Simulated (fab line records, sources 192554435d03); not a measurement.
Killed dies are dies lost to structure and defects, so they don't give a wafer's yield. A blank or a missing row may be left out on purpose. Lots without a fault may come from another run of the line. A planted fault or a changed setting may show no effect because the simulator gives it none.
fab line records | flow n5_finfet
record lots=7 wafers=21
route steps=1938 shown BEOL_M2@887 BEOL_M5@1139 BEOL_M8@1332 BEOL_M9@1428
start_h: hours from the record's first day to the start of the lot's first wafer shown | wait_h: hours since the lot's step before | " the same as in the row above | L1.1+2: a row that stands for several wafers | - no value, or no start given | * or withheld: withheld | < > ~ a bound
route shown NAME@n: a module of which the file shows steps, and the number in the route of the first | usual: mean/standard deviation of fault-free wafers | same: alike in all rows | chamber/n: place in a boat | sites: the reading at each site | _std_site: their standard deviation | _edge_site: outer sites' mean less inner sites' | radius_mm: how far each site lies from the wafer's centre | mask NAME#n: copy n | behind: the tool/chamber that last shaped the wafer | hold: why the lot was held/for how many hours/how that ended | device: the transistor (n, p or np) that didn't switch | end of line: the same wafers' tests at the end of the route | a step without rows: its recipe alone | killed: dies lost to structure and defects at the first sort, not the wafer's yield | map: a wafer's dies, x killed, . not, _ none there
set.NAME: the setting as run; set.NAME@STEP: as run at that earlier step | model.NAME: the simulator's own value behind a step, which no gauge read
lots whose settings were changed on purpose; a table a step, a row a wafer
## steps
# step N5_BEOL_M2_VIA_ETCH_34
# recipe chemistry=C4F6/O2 target_depth_a=694 mask_material=SOC pressure_mtorr=15 ion_energy_ev=250 taper_deg=4 time_s=65.9 source_w=350 bias_w=170 Ar_flow_sccm=300 C4F6_flow_sccm=10 O2_flow_sccm=10
# columns lot.wafer tool chamber start_h wait_h set.time_s model.etch.depth_nm model.SOC_of_BEOL_M2_COAT_67.thk_nm
L082.1 rie_diel-06 1 188.53 0.0 72.75 78.19 51
L082.2 " 2 " " 72.75 74.58 51.2
L082.6 " 3 " " 65.9 70.33 51.8
L083.1 rie_diel-06 2 191.27 0.0 65.9 66.56 52.2
L083.4 " 0 " " 61.71 64.99 52.6
L083.6 " 0 " " 61.71 64.63 52.6
L087.1 rie_diel-02 1 227.34 0.0 76.48 79.85 50.4
L087.4 " 2 " " 76.48 78.2 50.6
L087.6 " 0 " " 65.9 68.71 51.6
L090.2 rie_diel-04 0 233.32 0.0 65.9 68.46 51.8
L090.3 " 1 " " 65.9 70.82 52
L090.5 " 2 " " 65.9 66.98 52
L092.1 rie_diel-02 1 252.93 0.0 65.9 67.98 52
L092.3 " 2 " " 60.36 61.84 52.4
L092.5 " 3 " " 60.36 63.82 52.4
L093.3 rie_diel-04 1 253.08 0.0 65.9 70.3 51.8
L093.4 " 2 " " 65.9 66.98 52.2
L093.6 " 1 " " 74.96 80.09 50.8
L094.1 rie_diel-06 1 257.04 0.0 65.9 70.05 51.8
L094.5 " 1 " " 73.68 77.44 51
L094.6 " 2 " " 73.68 74.75 51.4
# step N5_BEOL_M5_COAT_65
# recipe resist=SOC temp_c=250 time_s=60 spin_rpm=1500 resist_thk_nm=60
# columns lot.wafer tool chamber start_h wait_h set.spin_rpm model.SOC_of_BEOL_M5_COAT_65.thk_nm
L082.1 litho_track-03 0 218.73 0.2 1556 58.8
L082.2 " 0 " " 1556 59
L082.6 " 0 " " 1500 59.8
L083.1 litho_track-04 0 224.16 2.9 1585 58.6
L083.4 " 0 " " 1500 60
L083.6 " 0 " " 1585 58.4
L087.1 litho_track-04 0 263.29 0.0 1500 60
L087.4 " 0 " " 1664 56.8
L087.6 " 0 " " 1664 57
L090.2+3 litho_track-03 0 274.13 2.5 1500 59.8
L090.5 " 0 " " 1500 59.6
L092.1+5 litho_track-03 0 279.60 2.2 1500 60.2
L092.3 " 0 " " 1428 61.6
L093.3 litho_track-03 0 280.03 2.4 1500 60
L093.4+6 " 0 " " 1500 59.8
L094.1 litho_track-01 0 296.51 0.4 1500 60
L094.5+6 " 0 " " 1450 61
# step N5_BEOL_M5_COAT_22
# recipe resist=CAR-EUV spin_rpm=1500 resist_thk_nm=30
# columns lot.wafer tool chamber start_h wait_h set.spin_rpm model.CAR-EUV_of_BEOL_M5_COAT_22.thk_nm
L082.1+6 litho_track-03 0 - - 1500 30.2
L082.2 " 0 " " 1661 28.6
L083.1+4 litho_track-04 0 - - 1594 29.2
L083.6 " 0 " " 1500 30
L087.1+4+6 litho_track-04 0 - - 1500 30.2
L090.2+3+5 litho_track-03 0 - - 1500 30
L092.1+5 litho_track-03 0 - - 1500 30.2
L092.3 " 0 " " 1360 31.6
L093.3+4 litho_track-03 0 - - 1500 30
L093.6 " 0 " " 1500 30.2
L094.1+5+6 litho_track-01 0 - - 1553 29.4
# step N5_BEOL_M5_EBR_24
# recipe solvent=PGMEA ebr_width_mm=1.5
# step N5_BEOL_M5_SOFTBAKE_23
# recipe temp_c=110 time_s=60 resist=CAR-EUV
# step N5_BEOL_M5_EXPOSE_25
# recipe mask_id=V4 na=0.33 source_shape=quasar sigma_inner=0.2 sigma_outer=0.6 polarization=unpolarized defocus_nm=10 dose_mj=52.75
# step N5_BEOL_M5_PEB_26
# recipe peb_temp_c=100 peb_time_s=60 resist=CAR-EUV
# step N5_BEOL_M5_DEVELOP_27
# recipe develop_time_s=30 developer=TMAH resist=CAR-EUV rinse_liquid=surfactant_rinse dry=air_spin dev_temp_c=23
# columns lot.wafer tool chamber start_h wait_h set.spin_rpm@BEOL_M5_COAT_22 model.CAR-EUV_of_BEOL_M5_COAT_22.thk_nm
L082.1+6 litho_track-01 0 - - 1500 29.6
L082.2 " 0 " " 1661 28.2
L083.1 litho_track-01 0 - - 1594 28.8
L083.4 " 0 " " 1594 28.6
L083.6 " 0 " " 1500 29.6
L087.1+4 litho_track-03 0 - - 1500 29.6
L087.6 " 0 " " 1500 29.8
L090.2 litho_track-01 0 - - 1500 29.6
L090.3+5 " 0 " " 1500 29.4
L092.1 litho_track-01 0 - - 1500 29.6
L092.3 " 0 " " 1360 31.2
L092.5 " 0 " " 1500 29.8
L093.3+4+6 litho_track-04 0 - - 1500 29.6
L094.1+5+6 litho_track-03 0 - - 1553 28.8
# step N5_BEOL_M5_ETCH_75
# recipe chemistry=N2/H2 target=underlayer target_depth_a=65 mask_material=CAR-EUV time_s=5.2 ion_energy_ev=200 pressure_mtorr=30 source_w=840 bias_w=150 n2_flow_sccm=200 h2_flow_sccm=200 ends=cleared
# step N5_BEOL_M5_ETCH_67
# recipe chemistry=CF4 target=SiARC target_depth_a=156 mask_material=CAR-EUV time_s=26 ion_energy_ev=80 pressure_mtorr=40 source_w=545 bias_w=36 Ar_flow_sccm=100 cf4_flow_sccm=100 ends=cleared
# step N5_BEOL_M5_ETCH_68
# recipe chemistry=N2/H2 target=SOC target_depth_a=800 overetch_a=160 mask_material=SiARC temp_c=40 time_s=120 ion_energy_ev=200 pressure_mtorr=30 source_w=840 bias_w=150 n2_flow_sccm=200 h2_flow_sccm=200
# columns lot.wafer tool chamber start_h wait_h set.spin_rpm@BEOL_M5_COAT_65 model.etch.depth_nm
L082.1 rie_diel-03 1 219.21 0.0 1556 58.72
L082.2 " 3 " " 1556 59
L082.6 " 1 " " 1500 59.86
L083.1 rie_diel-05 3 224.68 0.0 1585 58.53
L083.4 " 0 " " 1500 60.01
L083.6 " 3 " " 1585 58.5
L087.1 rie_diel-01 1 263.87 0.0 1500 60
L087.4 " 3 " " 1664 56.88
L087.6 " 2 " " 1664 56.94
L090.2+3 rie_diel-03 1,0 274.73 0.0 1500 59.73
L090.5 " 1 " " 1500 59.62
L092.1 rie_diel-01 1 280.29 0.0 1500 60.16
L092.3 " 3 " " 1428 61.62
L092.5 " 1 " " 1500 60.13
L093.3 rie_diel-03 3 280.79 0.0 1500 59.95
L093.4+6 " 1,2 " " 1500 59.85
L094.1 rie_diel-05 0 296.98 0.0 1500 60.07
L094.5 " 3 " " 1450 61.06
L094.6 " 0 " " 1450 61.09
# step N5_BEOL_M5_STRIP_69
# recipe chemistry=N2/H2 temp_c=40 n2_flow_sccm=200 h2_flow_sccm=200 rf_frequency_hz=6e+07
# step N5_BEOL_M5_STRIP_76
# recipe chemistry=N2/H2 temp_c=40 n2_flow_sccm=200 h2_flow_sccm=200 rf_frequency_hz=6e+07
# step N5_BEOL_M5_VIA_ETCH_34
# recipe chemistry=C4F6/O2 target=SiCOH_lowk target_depth_a=883 mask_material=SOC taper_deg=4 time_s=39.2 ion_energy_ev=250 pressure_mtorr=30 source_w=345 bias_w=185 Ar_flow_sccm=300 C4F6_flow_sccm=10 O2_flow_sccm=10
# columns lot.wafer tool chamber start_h wait_h set.spin_rpm@BEOL_M5_COAT_65 model.SOC_of_BEOL_M5_COAT_65.thk_nm
L082.1 rie_diel-03 1 219.31 0.0 1556 54.6
L082.2 " 3 " " 1556 54.8
L082.6 " 1 " " 1500 55.8
L083.1+6 rie_diel-05 3 224.78 0.0 1585 54.2
L083.4 " 0 " " 1500 56
L087.1 rie_diel-01 1 263.97 0.0 1500 55.8
L087.4 " 3 " " 1664 53
L087.6 " 2 " " 1664 52.8
L090.2 rie_diel-03 1 274.84 0.0 1500 55.6
L090.3+5 " 0,1 " " 1500 55.4
L092.1 rie_diel-01 1 280.39 0.0 1500 56
L092.3 " 3 " " 1428 57.6
L092.5 " 1 " " 1500 55.8
L093.3+4 rie_diel-03 3,1 280.89 0.0 1500 55.8
L093.6 " 2 " " 1500 55.6
L094.1 rie_diel-05 0 297.09 0.0 1500 55.8
L094.5+6 " 3,0 " " 1450 56.8
# step N5_BEOL_M5_ETCH_41
# recipe chemistry=CH3F/O2 target=SiCN target_depth_a=315 taper_deg=2 time_s=56.7 ion_energy_ev=120 mask_material=TiN pressure_mtorr=30 source_w=395 bias_w=75 Ar_flow_sccm=150 CH3F_flow_sccm=30 O2_flow_sccm=20
# usual rf_vpp_V=297.0/1.1
# columns lot.wafer tool chamber start_h wait_h set.source_w rf_vpp_V
L082.1 rie_diel-03 1 - - 395 295.1
L082.2 " 3 " " 395 295.3
L082.6 " 1 " " 395 296.5
L083.1 rie_diel-05 3 - - 395 297.8
L083.4 " 0 " " 395 295.6
L083.6 " 3 " " 395 299.1
L087.1 rie_diel-01 1 - - 367.4 306.9
L087.4 " 3 " " 367.4 302.0
L087.6 " 2 " " 395 296.7
L090.2 rie_diel-03 1 - - 395 295.4
L090.3 " 0 " " 395 296.4
L090.5 " 1 " " 395 296.6
L092.1 rie_diel-01 1 - - 337.8 316.0
L092.3 " 3 " " 337.8 310.5
L092.5 " 1 " " 395 298.7
L093.3 rie_diel-03 3 - - 395 295.7
L093.4 " 1 " " 370 303.2
L093.6 " 2 " " 370 304.0
L094.1 rie_diel-05 0 - - 416.6 290.9
L094.5 " 3 " " 416.6 292.5
L094.6 " 0 " " 395 295.9
# step N5_BEOL_M8_ILD_DEP_00
# recipe material=SiCOH_lowk target_thk_a=1797.5 temp_c=300 precursor=DEMS/porogen pressure_torr=5 rf_w=500 time_s=33.4
# columns lot.wafer tool chamber start_h wait_h set.time_s model.SiCOH_lowk_of_BEOL_M8_ILD_DEP_00.thk_nm
L082.1 pecvd-03 2 240.47 0.0 29.39 155.2
L082.2 " 1 " " 33.4 177
L082.6 " 0 " " 33.4 180.8
L083.1 pecvd-01 2 248.09 0.0 29.76 158
L083.4 " 0 " " 33.4 183.6
L083.6 " 2 " " 33.4 179
L087.1 pecvd-01 0 292.99 0.0 33.4 182.2
L087.4 " 0 " " 33.4 182.6
L087.6 " 2 " " 33.4 179
L090.2 pecvd-03 2 300.68 0.0 33.4 181.6
L090.3 " 1 " " 33.4 180
L090.5 " 0 " " 33.4 185.6
L092.1 pecvd-03 1 302.67 0.0 33.4 179.2
L092.3 " 2 " " 33.4 181.4
L092.5 " 0 " " 33.4 185
L093.3 pecvd-03 2 305.01 0.0 36.48 195
L093.4 " 0 " " 33.4 181.4
L093.6 " 1 " " 33.4 180.2
L094.1 pecvd-04 0 326.72 0.0 33.4 177.6
L094.5 " 2 " " 33.4 185.2
L094.6 " 1 " " 33.4 182.6
# step N5_BEOL_M8_CURE_74
# recipe temp_c=385 time_s=240 ambient=He/Ar material=SiCOH_lowk
# columns lot.wafer tool chamber start_h wait_h set.time_s@BEOL_M8_ILD_DEP_00 model.SiCOH_lowk_of_BEOL_M8_ILD_DEP_00.thk_nm
L082.1 uv_cure-03 0 240.54 0.0 29.39 133.8
L082.2 " 0 " " 33.4 152.6
L082.6 " 0 " " 33.4 156
L083.1 uv_cure-03 1 248.36 0.3 29.76 136.2
L083.4 " 1 " " 33.4 158.2
L083.6 " 1 " " 33.4 154.2
L087.1 uv_cure-01 1 293.05 0.0 33.4 157
L087.4 " 1 " " 33.4 157.6
L087.6 " 1 " " 33.4 154.4
L090.2 uv_cure-03 0 300.90 0.2 33.4 156.6
L090.3 " 0 " " 33.4 155.2
L090.5 " 0 " " 33.4 160
L092.1 uv_cure-02 0 302.73 0.0 33.4 154.4
L092.3 " 0 " " 33.4 156.4
L092.5 " 0 " " 33.4 159.4
L093.3 uv_cure-03 2 305.60 0.6 36.48 168.4
L093.4 " 2 " " 33.4 156.4
L093.6 " 2 " " 33.4 155.4
L094.1 uv_cure-01 0 327.22 0.5 33.4 153.2
L094.5 " 0 " " 33.4 159.8
L094.6 " 0 " " 33.4 157.4
# step N5_BEOL_M8_THK_MEAS_01
# recipe reads=SiCOH_lowk_of_BEOL_M8_ILD_DEP_00
# usual M8_ILD_THK=155.2/2.6
# columns lot.wafer tool chamber start_h wait_h set.time_s@BEOL_M8_ILD_DEP_00 M8_ILD_THK[nm]
L082.1 film_metro-02 - 241.05 0.4 29.39 133.7
L082.2 " - " " 33.4 152.5
L082.6 " - " " 33.4 156.0
L083.1 film_metro-02 - 248.87 0.4 29.76 136.1
L083.4 " - " " 33.4 158.3
L083.6 " - " " 33.4 154.3
L087.1 film_metro-01 - 293.57 0.4 33.4 157.0
L087.4 " - " " 33.4 157.5
L087.6 " - " " 33.4 154.4
L090.2 film_metro-02 - 301.74 0.7 33.4 156.6
L090.3 " - " " 33.4 155.2
L090.5 " - " " 33.4 160.0
L092.1 film_metro-02 - 303.72 0.8 33.4 154.7
L092.3 " - " " 33.4 156.4
L092.5 " - " " 33.4 159.6
L093.3 film_metro-02 - 306.28 0.5 36.48 168.3
L093.4 " - " " 33.4 156.3
L093.6 " - " " 33.4 155.5
L094.1 film_metro-02 - 328.22 0.8 33.4 153.3
L094.5 " - " " 33.4 159.8
L094.6 " - " " 33.4 157.4
# step N5_BEOL_M8_COAT_22
# recipe resist=CAR-EUV spin_rpm=1500 resist_thk_nm=30
# columns lot.wafer tool chamber start_h wait_h set.spin_rpm model.CAR-EUV_of_BEOL_M8_COAT_22.thk_nm
L082.1+6 litho_track-04 0 - - 1500 30
L082.2 " 0 " " 1572 29.2
L083.1+4+6 litho_track-01 0 - - 1500 30
L087.1+6 litho_track-04 0 - - 1500 30.2
L087.4 " 0 " " 1500 30
L090.2 litho_track-04 0 - - 1500 29.8
L090.3+5 " 0 " " 1500 30
L092.1+3 litho_track-01 0 - - 1500 29.8
L092.5 " 0 " " 1500 30
L093.3 litho_track-04 0 - - 1500 29.8
L093.4+6 " 0 " " 1500 30
L094.1+6 litho_track-04 0 - - 1500 30
L094.5 " 0 " " 1585 29
# step N5_BEOL_M8_EBR_24
# recipe solvent=PGMEA ebr_width_mm=1.5
# step N5_BEOL_M8_SOFTBAKE_23
# recipe temp_c=110 time_s=60 resist=CAR-EUV
# step N5_BEOL_M8_EXPOSE_25
# recipe mask_id=V7 na=0.33 source_shape=annular sigma_inner=0.4 sigma_outer=0.8 polarization=unpolarized target_cd_nm=40 dose_mj=42.5
# step N5_BEOL_M8_PEB_26
# recipe peb_temp_c=100 peb_time_s=60 resist=CAR-EUV
# step N5_BEOL_M8_DEVELOP_27
# recipe develop_time_s=30 developer=TMAH resist=CAR-EUV rinse_liquid=surfactant_rinse dry=air_spin dev_temp_c=23
# columns lot.wafer tool chamber start_h wait_h set.spin_rpm@BEOL_M8_COAT_22 model.CAR-EUV_of_BEOL_M8_COAT_22.thk_nm
L082.1 litho_track-02 0 - - 1500 29.4
L082.2 " 0 " " 1572 28.8
L082.6 " 0 " " 1500 29.6
L083.1 litho_track-01 0 - - 1500 29.6
L083.4+6 " 0 " " 1500 29.4
L087.1+4 litho_track-02 0 - - 1500 29.6
L087.6 " 0 " " 1500 29.8
L090.2+3+5 litho_track-01 0 - - 1500 29.4
L092.1+3+5 litho_track-02 0 - - 1500 29.4
L093.3 litho_track-02 0 - - 1500 29.4
L093.4+6 " 0 " " 1500 29.6
L094.1 litho_track-04 0 - - 1500 29.6
L094.5 " 0 " " 1585 28.6
L094.6 " 0 " " 1500 29.4
# step N5_BEOL_M8_DESCUM_33
# recipe chemistry=O2 time_s=7 source_power_w=50 bias_power_w=20 pressure_mtorr=20 rf_frequency_hz=2.712e+07 temp_c=40 resist=CAR-EUV o2_flow_sccm=225
# columns lot.wafer tool chamber start_h wait_h set.spin_rpm@BEOL_M8_COAT_22 model.CAR-EUV_of_BEOL_M8_COAT_22.thk_nm
L082.1 rie_diel-06 0 245.18 0.0 1500 26
L082.2 " 3 " " 1572 25.4
L082.6 " 2 " " 1500 26.2
L083.1+4+6 rie_diel-04 1,3,2 256.40 0.1 1500 26
L087.1+6 rie_diel-04 3,2 295.49 0.0 1500 26.2
L087.4 " 1 " " 1500 26
L090.2+5 rie_diel-06 1,2 303.52 0.0 1500 26
L090.3 " 0 " " 1500 25.8
L092.1+5 rie_diel-02 1 306.54 0.0 1500 26
L092.3 " 3 " " 1500 25.8
L093.3 rie_diel-02 3 313.31 0.0 1500 25.8
L093.4+6 " 0,1 " " 1500 26
L094.1+6 rie_diel-06 1,0 330.91 0.5 1500 26
L094.5 " 1 " " 1585 25.2
# step N5_BEOL_M9_COAT_22
# recipe resist=CAR-EUV spin_rpm=1500 resist_thk_nm=30
# columns lot.wafer tool chamber start_h wait_h set.spin_rpm model.CAR-EUV_of_BEOL_M9_COAT_22.thk_nm
L082.1+6 litho_track-05 0 - - 1406 31
L082.2 " 0 " " 1500 30
L083.1 litho_track-03 0 - - 1500 30
L083.4 " 0 " " 1500 29.8
L083.6 " 0 " " 1653 28.4
L087.1 litho_track-05 0 - - 1500 30
L087.4+6 " 0 " " 1500 30.2
L090.2+3+5 litho_track-03 0 - - 1500 30
L092.1+3+5 litho_track-02 0 - - 1500 30
L093.3 litho_track-05 0 - - 1390 31
L093.4 " 0 " " 1390 31.2
L093.6 " 0 " " 1500 30
L094.1 litho_track-02 0 - - 1582 29
L094.5 " 0 " " 1582 29.2
L094.6 " 0 " " 1500 30
## key
split step=N5_BEOL_M2_VIA_ETCH_34 setting=time_s stated=65.9 by=wafer
response step=N5_BEOL_M2_VIA_ETCH_34 reading=model.etch.depth_nm change=+0.635 per=1% r=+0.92
response step=N5_BEOL_M2_VIA_ETCH_34 reading=model.SOC_of_BEOL_M2_COAT_67.thk_nm change=-0.0676 per=1% r=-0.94
split step=N5_BEOL_M5_COAT_65 setting=spin_rpm stated=1500 by=wafer
response step=N5_BEOL_M5_COAT_65 reading=model.SOC_of_BEOL_M5_COAT_65.thk_nm change=-0.279 per=1% r=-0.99
response step=N5_BEOL_M5_ETCH_68 reading=model.etch.depth_nm change=-0.282 per=1% r=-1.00
response step=N5_BEOL_M5_VIA_ETCH_34 reading=model.SOC_of_BEOL_M5_COAT_65.thk_nm change=-0.288 per=1% r=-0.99
split step=N5_BEOL_M5_COAT_22 setting=spin_rpm stated=1500 by=wafer
response step=N5_BEOL_M5_COAT_22 reading=model.CAR-EUV_of_BEOL_M5_COAT_22.thk_nm change=-0.146 per=1% r=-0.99
response step=N5_BEOL_M5_DEVELOP_27 reading=model.CAR-EUV_of_BEOL_M5_COAT_22.thk_nm change=-0.143 per=1% r=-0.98
split step=N5_BEOL_M5_ETCH_41 setting=source_w stated=395 by=wafer
response step=N5_BEOL_M5_ETCH_41 reading=rf_vpp_V change=-1.03 per=1% r=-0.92
split step=N5_BEOL_M8_ILD_DEP_00 setting=time_s stated=33.4 by=wafer
response step=N5_BEOL_M8_ILD_DEP_00 reading=model.SiCOH_lowk_of_BEOL_M8_ILD_DEP_00.thk_nm change=+1.92 per=1% r=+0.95
response step=N5_BEOL_M8_CURE_74 reading=model.SiCOH_lowk_of_BEOL_M8_ILD_DEP_00.thk_nm change=+1.67 per=1% r=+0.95
response step=N5_BEOL_M8_THK_MEAS_01 reading=M8_ILD_THK change=+1.67 per=1% r=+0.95
split step=N5_BEOL_M8_COAT_22 setting=spin_rpm stated=1500 by=wafer
response step=N5_BEOL_M8_COAT_22 reading=model.CAR-EUV_of_BEOL_M8_COAT_22.thk_nm change=-0.172 per=1% r=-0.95
response step=N5_BEOL_M8_DEVELOP_27 reading=model.CAR-EUV_of_BEOL_M8_COAT_22.thk_nm change=-0.153 per=1% r=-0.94
response step=N5_BEOL_M8_DESCUM_33 reading=model.CAR-EUV_of_BEOL_M8_COAT_22.thk_nm change=-0.143 per=1% r=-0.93
split step=N5_BEOL_M9_COAT_22 setting=spin_rpm stated=1500 by=wafer
response step=N5_BEOL_M9_COAT_22 reading=model.CAR-EUV_of_BEOL_M9_COAT_22.thk_nm change=-0.152 per=1% r=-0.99
